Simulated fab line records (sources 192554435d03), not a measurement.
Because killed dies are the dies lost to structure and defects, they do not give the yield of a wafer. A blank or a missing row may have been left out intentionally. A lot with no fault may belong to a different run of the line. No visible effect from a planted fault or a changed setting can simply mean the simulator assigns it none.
fab line records || flow n5_finfet
[record] {"lots": 4, "wafers": 12, "last_day": 17}
route steps=1938 shown BEOL_M8@1344
lots that met no fault: taken from a fault-free run of the same line
start_h: start of the lot's first displayed wafer, in hours after the record's first day || wait_h: hours from the lot's prior step to this one || " the same as in the row above || L1.1+2: a row that stands for several wafers || - no value, or no start was given || * or withheld: withheld || < > ~ a bound
route shown NAME@n: names a module that has steps shown in the file, with the first one's number in the route || usual: mean/standard deviation taken from wafers without a fault || same: alike in all rows || chamber/n: place in a boat || sites: per-site readings || _std_site: standard deviation of those values || _edge_site: inner sites' mean taken away from outer sites' mean || radius_mm: how far each site lies from the wafer's centre || mask NAME#n: copy n || behind: tool/chamber where the wafer was last shaped || hold: the reason the lot was held/the length of the hold in hours/how it ended || device: the n, p or np transistor that did not switch || end of line: the route-end tests of the same wafers || where a step has no rows: the recipe by itself || killed: at the first sort, the dies lost to defects and structure; wafer yield is something else || map: per-die view of a wafer (x killed, . not killed, _ where there is no die)
set.NAME: the setting the step ran with; set.NAME@STEP: the setting that earlier step ran with || model.NAME: the simulator's own value behind a step, which no gauge read
lots at selected steps of the route; one table per step, one row per wafer
services: when a tool's chamber went out of use (start_h, in hours from the record's first day, below 0 if earlier), for how many hours, and the reason
[[steps]]
[step N5_BEOL_M8_DEVELOP_10]
[recipe] {"develop_time_s": 30, "developer": "TMAH", "resist": "CAR-ArF", "rinse_liquid": "diw", "dry": "air_spin", "dev_temp_c": 23}
[step N5_BEOL_M8_DESCUM_16]
[recipe] {"chemistry": "O2", "time_s": 7.9, "source_power_w": 50, "bias_power_w": 20, "pressure_mtorr": 20, "rf_frequency_hz": 2.712e+07, "temp_c": 40, "resist": "CAR-ArF", "o2_flow_sccm": 225}
[step N5_BEOL_M8_ETCH_61]
[recipe] {"chemistry": "CF4", "target": "SiARC", "target_depth_a": 455, "mask_material": "CAR-ArF", "time_s": 75.8, "ion_energy_ev": 80, "pressure_mtorr": 40, "source_w": 545, "bias_w": 36, "Ar_flow_sccm": 100, "cf4_flow_sccm": 100, "ends": "cleared"}
[step N5_BEOL_M8_ETCH_62]
[recipe] {"chemistry": "N2/H2", "target": "SOC", "target_depth_a": 1100, "overetch_a": 220, "mask_material": "SiARC", "temp_c": 40, "time_s": 165, "ion_energy_ev": 200, "pressure_mtorr": 30, "source_w": 840, "bias_w": 150, "n2_flow_sccm": 200, "h2_flow_sccm": 200}
[step N5_BEOL_M8_STRIP_68]
[recipe] {"chemistry": "N2/H2", "temp_c": 40, "n2_flow_sccm": 200, "h2_flow_sccm": 200, "rf_frequency_hz": 6e+07}
[step N5_BEOL_M8_STRIP_67]
[recipe] {"chemistry": "CF4", "resist": "SiARC", "power_w": 300, "bias_power_w": 75, "pressure_mtorr": 50, "cf4_flow_sccm": 150, "rf_frequency_hz": 6e+07}
[step N5_BEOL_M8_HM_OPEN_17]
[recipe] {"chemistry": "Cl2/BCl3", "target_depth_a": 200, "overetch_a": 60, "target": "TiN", "mask_material": "SOC", "ion_energy_ev": 150, "pressure_mtorr": 10, "icp_w": 1000, "bias_w": 126, "Cl2_flow_sccm": 53.25, "bcl3_flow_sccm": 21.75, "Ar_flow_sccm": 25}
[step N5_BEOL_M8_STRIP_19]
[recipe] {"chemistry": "O2", "power_w": 400, "temp_c": 40, "pressure_mtorr": 30, "rf_frequency_hz": 6e+07, "bias_power_w": 0, "overash_fraction": 0.2, "o2_flow_sccm": 225}
[step N5_BEOL_M8_COAT_63]
[recipe] {"resist": "SOC", "temp_c": 250, "time_s": 60, "spin_rpm": 1500, "resist_thk_nm": 60}
[usual] {"exhaust_pa": "45.0/0.93", "spin_speed_rpm": "1500.1/1.1"}
[same] {"time_s": 60}
{"lot.wafer": "L477.2", "tool": "litho_track-03", "chamber": 0, "start_h": 220.37, "wait_h": 0.9, "exhaust_pa": 45.7, "spin_speed_rpm": 1498.6, "model.SOC_of_BEOL_M8_COAT_63.thk_nm": 60}
{"lot.wafer": "L477.4", "tool": "litho_track-03", "chamber": 0, "start_h": 220.37, "wait_h": 0.9, "exhaust_pa": 45.6, "spin_speed_rpm": 1498.2, "model.SOC_of_BEOL_M8_COAT_63.thk_nm": 59.8}
{"lot.wafer": "L477.6", "tool": "litho_track-03", "chamber": 0, "start_h": 220.37, "wait_h": 0.9, "exhaust_pa": 44.7, "spin_speed_rpm": 1500.2, "model.SOC_of_BEOL_M8_COAT_63.thk_nm": 59.8}
{"lot.wafer": "L482.3", "tool": "litho_track-03", "chamber": 0, "start_h": 271.47, "wait_h": 0.0, "exhaust_pa": 43.9, "spin_speed_rpm": 1460.8, "model.SOC_of_BEOL_M8_COAT_63.thk_nm": 61}
{"lot.wafer": "L482.4", "tool": "litho_track-03", "chamber": 0, "start_h": 271.47, "wait_h": 0.0, "exhaust_pa": 44.4, "spin_speed_rpm": 1462.9, "model.SOC_of_BEOL_M8_COAT_63.thk_nm": 61}
{"lot.wafer": "L482.6", "tool": "litho_track-03", "chamber": 0, "start_h": 271.47, "wait_h": 0.0, "exhaust_pa": 44.6, "spin_speed_rpm": 1464.8, "model.SOC_of_BEOL_M8_COAT_63.thk_nm": 61}
{"lot.wafer": "L483.1", "tool": "litho_track-03", "chamber": 0, "start_h": 288.12, "wait_h": 2.5, "exhaust_pa": 45.2, "spin_speed_rpm": 1462.3, "model.SOC_of_BEOL_M8_COAT_63.thk_nm": 60.8}
{"lot.wafer": "L483.3", "tool": "litho_track-03", "chamber": 0, "start_h": 288.12, "wait_h": 2.5, "exhaust_pa": 45.0, "spin_speed_rpm": 1461.4, "model.SOC_of_BEOL_M8_COAT_63.thk_nm": 61}
{"lot.wafer": "L483.6", "tool": "litho_track-03", "chamber": 0, "start_h": 288.12, "wait_h": 2.5, "exhaust_pa": 44.6, "spin_speed_rpm": 1461.8, "model.SOC_of_BEOL_M8_COAT_63.thk_nm": 61}
{"lot.wafer": "L494.2", "tool": "litho_track-05", "chamber": 0, "start_h": 337.58, "wait_h": 0.4, "exhaust_pa": 43.9, "spin_speed_rpm": 1499.8, "model.SOC_of_BEOL_M8_COAT_63.thk_nm": 59.8}
{"lot.wafer": "L494.3", "tool": "litho_track-05", "chamber": 0, "start_h": 337.58, "wait_h": 0.4, "exhaust_pa": 44.6, "spin_speed_rpm": 1499.3, "model.SOC_of_BEOL_M8_COAT_63.thk_nm": 59.8}
{"lot.wafer": "L494.5", "tool": "litho_track-05", "chamber": 0, "start_h": 337.58, "wait_h": 0.4, "exhaust_pa": 44.1, "spin_speed_rpm": 1500.5, "model.SOC_of_BEOL_M8_COAT_63.thk_nm": 59.8}
[step N5_BEOL_M8_COAT_64]
[recipe] {"resist": "SiARC", "temp_c": 220, "time_s": 60, "spin_rpm": 1500, "resist_thk_nm": 12}
[step N5_BEOL_M8_COAT_71]
[recipe] {"resist": "underlayer", "temp_c": 205, "time_s": 60, "spin_rpm": 1500, "resist_thk_nm": 5}
[step N5_BEOL_M8_COAT_22]
[recipe] {"resist": "CAR-EUV", "spin_rpm": 1500, "resist_thk_nm": 30}
[step N5_BEOL_M8_EBR_24]
[recipe] {"solvent": "PGMEA", "ebr_width_mm": 1.5}
[step N5_BEOL_M8_SOFTBAKE_23]
[recipe] {"temp_c": 110, "time_s": 60, "resist": "CAR-EUV"}
[step N5_BEOL_M8_EXPOSE_25]
[recipe] {"mask_id": "V7", "na": 0.33, "source_shape": "annular", "sigma_inner": 0.4, "sigma_outer": 0.8, "polarization": "unpolarized", "target_cd_nm": 40, "dose_mj": 42.5}
[step N5_BEOL_M8_PEB_26]
[recipe] {"peb_temp_c": 100, "peb_time_s": 60, "resist": "CAR-EUV"}
[step N5_BEOL_M8_DEVELOP_27]
[recipe] {"develop_time_s": 30, "developer": "TMAH", "resist": "CAR-EUV", "rinse_liquid": "surfactant_rinse", "dry": "air_spin", "dev_temp_c": 23}
[step N5_BEOL_M8_DESCUM_33]
[recipe] {"chemistry": "O2", "time_s": 7, "source_power_w": 50, "bias_power_w": 20, "pressure_mtorr": 20, "rf_frequency_hz": 2.712e+07, "temp_c": 40, "resist": "CAR-EUV", "o2_flow_sccm": 225}
[step N5_BEOL_M8_ETCH_72]
[recipe] {"chemistry": "N2/H2", "target": "underlayer", "target_depth_a": 65, "mask_material": "CAR-EUV", "time_s": 5.2, "ion_energy_ev": 200, "pressure_mtorr": 30, "source_w": 840, "bias_w": 150, "n2_flow_sccm": 200, "h2_flow_sccm": 200, "ends": "cleared"}
[step N5_BEOL_M8_ETCH_65]
[recipe] {"chemistry": "CF4", "target": "SiARC", "target_depth_a": 156, "mask_material": "CAR-EUV", "time_s": 26, "ion_energy_ev": 80, "pressure_mtorr": 40, "source_w": 545, "bias_w": 36, "Ar_flow_sccm": 100, "cf4_flow_sccm": 100, "ends": "cleared"}
[step N5_BEOL_M8_ETCH_66]
[recipe] {"chemistry": "N2/H2", "target": "SOC", "target_depth_a": 800, "overetch_a": 160, "mask_material": "SiARC", "temp_c": 40, "time_s": 120, "ion_energy_ev": 200, "pressure_mtorr": 30, "source_w": 840, "bias_w": 150, "n2_flow_sccm": 200, "h2_flow_sccm": 200}
[usual] {"drypump_motor_current_A": "5.8/0.43", "oes_product_au": "0.60/0.052", "rf_vpp_V": "524.1/2.5", "showerhead_plenum_p_Torr": "2.55/0.085", "throttle_valve_pct": "17.88/0.29"}
[same] {"time_s": 120}
{"lot.wafer": "L477.2", "tool": "rie_diel-03", "chamber": 1, "start_h": 220.84, "wait_h": 0.0, "drypump_motor_current_A": 5.8, "oes_product_au": 0.67, "rf_hours_counter_h": 48, "rf_vpp_V": 528.7, "showerhead_plenum_p_Torr": 2.69, "throttle_valve_pct": 17.41, "model.etch.depth_nm": 59.92}
{"lot.wafer": "L477.4", "tool": "rie_diel-03", "chamber": 3, "start_h": 220.84, "wait_h": 0.0, "drypump_motor_current_A": 5.1, "oes_product_au": 0.53, "rf_hours_counter_h": 234, "rf_vpp_V": 520.2, "showerhead_plenum_p_Torr": 2.40, "throttle_valve_pct": 17.98, "model.etch.depth_nm": 59.86}
{"lot.wafer": "L477.6", "tool": "rie_diel-03", "chamber": 2, "start_h": 220.84, "wait_h": 0.0, "drypump_motor_current_A": 5.7, "oes_product_au": 0.60, "rf_hours_counter_h": "-", "rf_vpp_V": 527.4, "showerhead_plenum_p_Torr": 2.66, "throttle_valve_pct": 17.90, "model.etch.depth_nm": 59.82}
{"lot.wafer": "L482.3", "tool": "rie_diel-03", "chamber": 1, "start_h": 272.66, "wait_h": 0.0, "drypump_motor_current_A": 5.8, "oes_product_au": 0.66, "rf_hours_counter_h": 67, "rf_vpp_V": 527.6, "showerhead_plenum_p_Torr": 2.68, "throttle_valve_pct": 17.45, "model.etch.depth_nm": 60.96}
{"lot.wafer": "L482.4", "tool": "rie_diel-03", "chamber": 2, "start_h": 272.66, "wait_h": 0.0, "drypump_motor_current_A": 5.7, "oes_product_au": 0.59, "rf_hours_counter_h": "-", "rf_vpp_V": 527.2, "showerhead_plenum_p_Torr": 2.65, "throttle_valve_pct": 17.92, "model.etch.depth_nm": 60.92}
{"lot.wafer": "L482.6", "tool": "rie_diel-03", "chamber": 3, "start_h": 272.66, "wait_h": 0.0, "drypump_motor_current_A": 5.1, "oes_product_au": 0.53, "rf_hours_counter_h": "-", "rf_vpp_V": 520.6, "showerhead_plenum_p_Torr": 2.39, "throttle_valve_pct": 18.01, "model.etch.depth_nm": 60.91}
{"lot.wafer": "L483.1", "tool": "rie_diel-06", "chamber": 1, "start_h": 288.94, "wait_h": 0.0, "drypump_motor_current_A": 5.8, "oes_product_au": 0.61, "rf_hours_counter_h": 112, "rf_vpp_V": 521.8, "showerhead_plenum_p_Torr": 2.45, "throttle_valve_pct": 18.15, "model.etch.depth_nm": 60.83}
{"lot.wafer": "L483.3", "tool": "rie_diel-06", "chamber": 0, "start_h": 288.94, "wait_h": 0.0, "drypump_motor_current_A": 5.8, "oes_product_au": 0.56, "rf_hours_counter_h": 176, "rf_vpp_V": 524.2, "showerhead_plenum_p_Torr": 2.54, "throttle_valve_pct": 17.93, "model.etch.depth_nm": 60.96}
{"lot.wafer": "L483.6", "tool": "rie_diel-06", "chamber": 2, "start_h": 288.94, "wait_h": 0.0, "drypump_motor_current_A": 6.9, "oes_product_au": 0.55, "rf_hours_counter_h": "-", "rf_vpp_V": 522.6, "showerhead_plenum_p_Torr": 2.50, "throttle_valve_pct": 18.17, "model.etch.depth_nm": 60.99}
{"lot.wafer": "L494.2", "tool": "rie_diel-01", "chamber": 1, "start_h": 338.40, "wait_h": 0.0, "drypump_motor_current_A": 5.5, "oes_product_au": 0.59, "rf_hours_counter_h": 162, "rf_vpp_V": 523.9, "showerhead_plenum_p_Torr": 2.54, "throttle_valve_pct": 17.51, "model.etch.depth_nm": 59.79}
{"lot.wafer": "L494.3", "tool": "rie_diel-01", "chamber": 3, "start_h": 338.40, "wait_h": 0.0, "drypump_motor_current_A": 6.2, "oes_product_au": 0.63, "rf_hours_counter_h": 59, "rf_vpp_V": 521.1, "showerhead_plenum_p_Torr": 2.47, "throttle_valve_pct": 17.38, "model.etch.depth_nm": 59.84}
{"lot.wafer": "L494.5", "tool": "rie_diel-01", "chamber": 1, "start_h": 338.40, "wait_h": 0.0, "drypump_motor_current_A": 5.5, "oes_product_au": 0.58, "rf_hours_counter_h": "-", "rf_vpp_V": 523.1, "showerhead_plenum_p_Torr": 2.54, "throttle_valve_pct": 17.53, "model.etch.depth_nm": 59.73}
[step N5_BEOL_M8_STRIP_69]
[recipe] {"chemistry": "N2/H2", "temp_c": 40, "n2_flow_sccm": 200, "h2_flow_sccm": 200, "rf_frequency_hz": 6e+07}
[step N5_BEOL_M8_STRIP_73]
[recipe] {"chemistry": "N2/H2", "temp_c": 40, "n2_flow_sccm": 200, "h2_flow_sccm": 200, "rf_frequency_hz": 6e+07}
[step N5_BEOL_M8_VIA_ETCH_34]
[recipe] {"chemistry": "C4F6/O2", "target": "SiCOH_lowk", "target_depth_a": 1255, "mask_material": "SOC", "taper_deg": 4, "time_s": 50.5, "ion_energy_ev": 250, "pressure_mtorr": 30, "source_w": 345, "bias_w": 185, "Ar_flow_sccm": 300, "C4F6_flow_sccm": 10, "O2_flow_sccm": 10}
[usual] {"drypump_motor_current_A": "5.8/0.43", "oes_product_au": "0.78/0.071", "rf_vpp_V": "666/4.4", "showerhead_plenum_p_Torr": "2.86/0.091", "throttle_valve_pct": "21.00/0.29"}
[same] {"time_s": 50.5}
{"lot.wafer": "L477.2", "tool": "rie_diel-03", "chamber": 1, "start_h": 220.94, "wait_h": 0.0, "drypump_motor_current_A": 5.8, "oes_product_au": 0.87, "rf_hours_counter_h": 48, "rf_vpp_V": 664, "showerhead_plenum_p_Torr": 3.01, "throttle_valve_pct": 20.61, "model.SOC_of_BEOL_M8_COAT_63.thk_nm": 53.8}
{"lot.wafer": "L477.4", "tool": "rie_diel-03", "chamber": 3, "start_h": 220.94, "wait_h": 0.0, "drypump_motor_current_A": 5.1, "oes_product_au": 0.69, "rf_hours_counter_h": 234, "rf_vpp_V": 661, "showerhead_plenum_p_Torr": 2.71, "throttle_valve_pct": 21.13, "model.SOC_of_BEOL_M8_COAT_63.thk_nm": 54}
{"lot.wafer": "L477.6", "tool": "rie_diel-03", "chamber": 2, "start_h": 220.94, "wait_h": 0.0, "drypump_motor_current_A": 5.6, "oes_product_au": 0.79, "rf_hours_counter_h": "-", "rf_vpp_V": 672, "showerhead_plenum_p_Torr": 2.97, "throttle_valve_pct": 21.05, "model.SOC_of_BEOL_M8_COAT_63.thk_nm": 53.8}
{"lot.wafer": "L482.3", "tool": "rie_diel-03", "chamber": 1, "start_h": 272.76, "wait_h": 0.0, "drypump_motor_current_A": 5.8, "oes_product_au": 0.85, "rf_hours_counter_h": 67, "rf_vpp_V": 664, "showerhead_plenum_p_Torr": 3.00, "throttle_valve_pct": 20.65, "model.SOC_of_BEOL_M8_COAT_63.thk_nm": 55}
{"lot.wafer": "L482.4", "tool": "rie_diel-03", "chamber": 2, "start_h": 272.76, "wait_h": 0.0, "drypump_motor_current_A": 5.6, "oes_product_au": 0.77, "rf_hours_counter_h": "-", "rf_vpp_V": 672, "showerhead_plenum_p_Torr": 2.97, "throttle_valve_pct": 21.09, "model.SOC_of_BEOL_M8_COAT_63.thk_nm": 54.8}
{"lot.wafer": "L482.6", "tool": "rie_diel-03", "chamber": 3, "start_h": 272.76, "wait_h": 0.0, "drypump_motor_current_A": 5.1, "oes_product_au": 0.67, "rf_hours_counter_h": "-", "rf_vpp_V": 661, "showerhead_plenum_p_Torr": 2.70, "throttle_valve_pct": 21.16, "model.SOC_of_BEOL_M8_COAT_63.thk_nm": 55}
{"lot.wafer": "L483.1", "tool": "rie_diel-06", "chamber": 1, "start_h": 289.04, "wait_h": 0.0, "drypump_motor_current_A": 5.8, "oes_product_au": 0.80, "rf_hours_counter_h": 112, "rf_vpp_V": 659, "showerhead_plenum_p_Torr": 2.75, "throttle_valve_pct": 21.22, "model.SOC_of_BEOL_M8_COAT_63.thk_nm": 54.8}
{"lot.wafer": "L483.3", "tool": "rie_diel-06", "chamber": 0, "start_h": 289.04, "wait_h": 0.0, "drypump_motor_current_A": 5.7, "oes_product_au": 0.73, "rf_hours_counter_h": 176, "rf_vpp_V": 664, "showerhead_plenum_p_Torr": 2.84, "throttle_valve_pct": 21.02, "model.SOC_of_BEOL_M8_COAT_63.thk_nm": 54.8}
{"lot.wafer": "L483.6", "tool": "rie_diel-06", "chamber": 2, "start_h": 289.04, "wait_h": 0.0, "drypump_motor_current_A": 6.8, "oes_product_au": 0.70, "rf_hours_counter_h": "-", "rf_vpp_V": 671, "showerhead_plenum_p_Torr": 2.83, "throttle_valve_pct": 21.47, "model.SOC_of_BEOL_M8_COAT_63.thk_nm": 55}
{"lot.wafer": "L494.2", "tool": "rie_diel-01", "chamber": 1, "start_h": 338.50, "wait_h": 0.0, "drypump_motor_current_A": 5.5, "oes_product_au": 0.77, "rf_hours_counter_h": 162, "rf_vpp_V": 662, "showerhead_plenum_p_Torr": 2.84, "throttle_valve_pct": 20.60, "model.SOC_of_BEOL_M8_COAT_63.thk_nm": 53.6}
{"lot.wafer": "L494.3", "tool": "rie_diel-01", "chamber": 3, "start_h": 338.50, "wait_h": 0.0, "drypump_motor_current_A": 6.1, "oes_product_au": 0.82, "rf_hours_counter_h": 59, "rf_vpp_V": 663, "showerhead_plenum_p_Torr": 2.76, "throttle_valve_pct": 20.48, "model.SOC_of_BEOL_M8_COAT_63.thk_nm": 53.8}
{"lot.wafer": "L494.5", "tool": "rie_diel-01", "chamber": 1, "start_h": 338.50, "wait_h": 0.0, "drypump_motor_current_A": 5.5, "oes_product_au": 0.76, "rf_hours_counter_h": "-", "rf_vpp_V": 662, "showerhead_plenum_p_Torr": 2.84, "throttle_valve_pct": 20.59, "model.SOC_of_BEOL_M8_COAT_63.thk_nm": 53.6}
[step N5_BEOL_M8_STRIP_76]
[recipe] {"chemistry": "C4F6/O2", "resist": "SiARC", "rf_frequency_hz": 6e+07}
[[services]]
{"tool": "rie_diel-01", "chamber": 1, "start_h": 247.05, "hours": 2.6, "kind": "repair"}
{"tool": "rie_diel-03", "chamber": 3, "start_h": 247.54, "hours": 9.3, "kind": "repair"}
{"tool": "rie_diel-03", "chamber": 0, "start_h": 259.40, "hours": "-", "kind": "clean"}
{"tool": "rie_diel-03", "chamber": 0, "start_h": 259.40, "hours": "-", "kind": "consumable_replace:focus_ring"}
{"tool": "rie_diel-03", "chamber": 0, "start_h": 259.40, "hours": 20.5, "kind": "scheduled_down"}
{"tool": "rie_diel-03", "chamber": 0, "start_h": 259.40, "hours": 20.5, "kind": "vent_cycle"}
{"tool": "rie_diel-03", "chamber": "-", "start_h": 267.25, "hours": 1.6, "kind": "repair"}
{"tool": "rie_diel-03", "chamber": 3, "start_h": 279.88, "hours": "-", "kind": "clean"}
{"tool": "rie_diel-03", "chamber": 3, "start_h": 279.88, "hours": "-", "kind": "consumable_replace:focus_ring"}
{"tool": "rie_diel-03", "chamber": 3, "start_h": 279.88, "hours": "-", "kind": "consumable_replace:showerhead"}
{"tool": "rie_diel-03", "chamber": 3, "start_h": 279.88, "hours": 20.9, "kind": "scheduled_down"}
{"tool": "rie_diel-03", "chamber": 3, "start_h": 279.88, "hours": 20.9, "kind": "vent_cycle"}
{"tool": "rie_diel-03", "chamber": 2, "start_h": 330.71, "hours": 4.4, "kind": "repair"}
[[key]]
[first_sign] {"step": "N5_BEOL_M8_COAT_63", "reading": "spin_speed_rpm", "direction": "down", "sigmas": 34, "usual": "*", "struck": "*"}
effect none on later readings
[model_effect] {"step": "N5_BEOL_M8_COAT_63", "value": "SOC_of_BEOL_M8_COAT_63.thk_nm", "without": 60.17, "struck": 60.97}
[model_effect] {"step": "N5_BEOL_M8_ETCH_66", "value": "etch.depth_nm", "without": 60.17, "struck": 60.93}
[model_effect] {"step": "N5_BEOL_M8_VIA_ETCH_34", "value": "SOC_of_BEOL_M8_COAT_63.thk_nm", "without": 54.17, "struck": 54.9}
met_at N5_BEOL_M8_COAT_63
struck_wafers L482.3,L482.4,L482.6,L483.1,L483.3,L483.6
onset_between 220.37 271.47
[fault] {"kind": "process_parameter_drift", "tool": "litho_track-03", "chamber": "-", "onset_h": 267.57, "steps": "N5_BEOL_M8_COAT_63", "channel": "spin_rpm", "offset": "*", "shape": "step", "end_h": 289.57, "acts_in": "*", "stated": "*"}
